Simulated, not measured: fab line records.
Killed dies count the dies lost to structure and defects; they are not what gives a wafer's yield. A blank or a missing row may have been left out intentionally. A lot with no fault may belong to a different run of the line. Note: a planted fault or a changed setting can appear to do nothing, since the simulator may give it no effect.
Chamber matching | flow n5Finfet | N5_MOL_CONTACT_COAG_ETCHBACK_134 on rieDiel-06: 4 sister chambers
The step etches SiO2 in CHF3, target depth 10 nm, time 6.7 s. 8 wafers are shown with their chamber, then 8 later ones without.

## EACH WAFER AND ITS CHAMBER
wafer  | chamber | rfVppV (V) | drypumpMotorCurrentA (A)
L080.2 | 0       | 523        | 5.57
L084.1 | 2       | 542        | 5.74
L084.4 | 1       | 533        | 5.61
L084.6 | 3       | 515        | 5.26
L086.2 | 0       | 522        | 5.60
L086.3 | 2       | 542        | 5.75
L086.4 | 3       | 514        | 5.25
L087.1 | 1       | 533        | 5.62

## WAFERS WITHOUT THEIR CHAMBER
wafer  | rfVppV (V) | drypumpMotorCurrentA (A)
L087.2 | 523        | 5.56
L087.6 | 535        | 5.62
L090.2 | 542        | 5.75
L090.3 | 532        | 5.61
L090.4 | 523        | 5.57
L096.3 | 543        | 5.74
L096.5 | 523        | 5.57
L096.6 | 515        | 5.28

## EACH ONE'S CHAMBER
wafer  | from the rows above | in truth
L087.2 | 0                   | 0
L087.6 | 1                   | 1
L090.2 | 2                   | 2
L090.3 | 1                   | 1
L090.4 | 0                   | 0
L096.3 | 2                   | 2
L096.5 | 0                   | 0
L096.6 | 3                   | 3
Placed correctly: 8 of 8. Not placeable from these rows: 0. 0 placed wrongly.
How it was worked out, from the rows above alone: a wafer's distance from a chamber is the root of the sum, over the readings, of the square of ((its reading less the chamber's mean) divided by the reading's scatter). The wafer belongs to the nearest chamber; if the next one is less than 2 further off, it can't be placed. Each chamber's mean is taken over the wafers shown for it. The scatter is the square root of a quotient: the sum, over the shown wafers, of each reading's squared deviation from its chamber's mean, divided by wafers minus chambers.
